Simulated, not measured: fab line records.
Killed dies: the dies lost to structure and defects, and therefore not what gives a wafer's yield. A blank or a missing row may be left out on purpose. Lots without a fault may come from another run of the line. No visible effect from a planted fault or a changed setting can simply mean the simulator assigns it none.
Split-lot trial	flow n5 finfet	21 wafers read across 7 lots, on a route 1938 steps long

## THE SPLIT
At N5_BEOL_M0_SAQP_PECVD_97 (deposits SiNx from SiH4/NH3/N2, target thk 23 nm, time 19.9 s), the setting time s was moved away from the recipe's 19.9 s on 8 of the 21 wafers read, by -13.4% to +6.7%. This setting was run at the recipe's value on the other wafers.

The split's own step is where the reading is taken.

## THE READING
SiNx_of_BEOL_M0_SAQP_PECVD_97.thk nm (the simulator's own value, which no gauge read), in nm, at N5_BEOL_M0_SAQP_PECVD_97 (deposits SiNx from SiH4/NH3/N2, target thk 23 nm, time 19.9 s). There is no usual value for it anywhere in the file. The 13 wafers here that ran the recipe average 22.9 nm, standard deviation 0.35 nm.

wafer	tool, chamber at the split	time s as run, s	against the recipe	SiNx_of_BEOL_M0_SAQP_PECVD_97.thk nm, nm	against lot-mates on the recipe
L074.1	pecvd-03, 2	19.9	recipe	22.4	-
L074.3	pecvd-03, 1	19.9	recipe	22.2	-
L074.4	pecvd-03, 0	19.9	recipe	22.8	-
L077.1	pecvd-04, 2	19.9	recipe	23	-
L077.2	pecvd-04, 1	20.83	+4.7%	24.4	+1.4
L077.4	pecvd-04, 2	20.83	+4.7%	24.6	+1.6
L080.3	pecvd-02, 0	19.9	recipe	23.2	-
L080.4	pecvd-02, 2	21.23	+6.7%	25	+1.7
L080.5	pecvd-02, 0	19.9	recipe	23.4	-
L085.2	pecvd-02, 1,2	19.9	recipe	22.8	-
L085.3	pecvd-02, 1,2	19.9	recipe	22.8	-
L085.4	pecvd-02, 2	19.9	recipe	23.2	-
L092.1	pecvd-03, 2	19.9	recipe	23	-
L092.2	pecvd-03, 1	17.24	-13.4%	19.6	-3.4
L092.4	pecvd-03, 0	17.24	-13.4%	20.2	-2.8
L093.1	pecvd-04, 2	20.92	+5.1%	24.4	+1.3
L093.3	pecvd-04, 0	19.9	recipe	22.8	-
L093.4	pecvd-04, 1	19.9	recipe	23.4	-
L095.1	pecvd-02, 0	19.9	recipe	23.2	-
L095.2	pecvd-02, 2	17.48	-12.2%	20.4	-2.8
L095.5	pecvd-02, 0	17.48	-12.2%	20.6	-2.6
If several chambers appear in one row, that row covers several wafers at once and the file leaves open which wafer was in which chamber.

FIT RESULTS
A straight line over all 21 wafers: SiNx_of_BEOL_M0_SAQP_PECVD_97.thk nm changes by +0.235 nm for each +1% of time s; r = +0.97; the points scatter about the line by 0.36 nm.
The same after taking each lot's own level away (the mean of its wafers on the recipe; 21 wafers): +0.238 nm for each +1%; r = +0.99; scatter 0.23 nm.
On that fit, the largest move of time s shifts the reading by 3.2 nm.
From 22.47 to 23.30 nm: that is the span of the lots' own levels, equal to 2.4 times the standard deviation above.
Hence the lot-to-lot level has little effect on the slope; both slopes agree.
Check: for one of the wafers moved furthest among these (-13.4%), held out of the fit, the line's prediction against its lot-mates is -3.02 nm. It came out at -3.4 nm against them.

## THE OTHER SPLITS THESE WAFERS WENT THROUGH
Other splits were also applied to these wafers ahead of the reading. Each is held against what the fit with the lots' levels taken away leaves over:
other split on the same wafers	wafers away from the commonest value	r with SiNx_of_BEOL_M0_SAQP_PECVD_97.thk nm (lot level and that fit taken away)
N5_HKMG_FIN_EXPOSE_46 dose mj	7	-0.36
N5_HKMG_FIN_ETCH_54 source w	5	-0.32
N5_HKMG_FIN_COAT_06 spin rpm	11	+0.23
N5_HKMG_FIN_DEVELOP_11 develop time s	6	-0.14
N5_MOL_CONTACT_COAG_COAT_58 spin rpm	8	-0.42
N5_MOL_CONTACT_COAG_ETCH_105 bias w	5	+0.16

## FILE'S OWN FIT
SiNx_of_BEOL_M0_SAQP_PECVD_97.thk nm changes by +0.237 nm for each +1% of time s, r = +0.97.
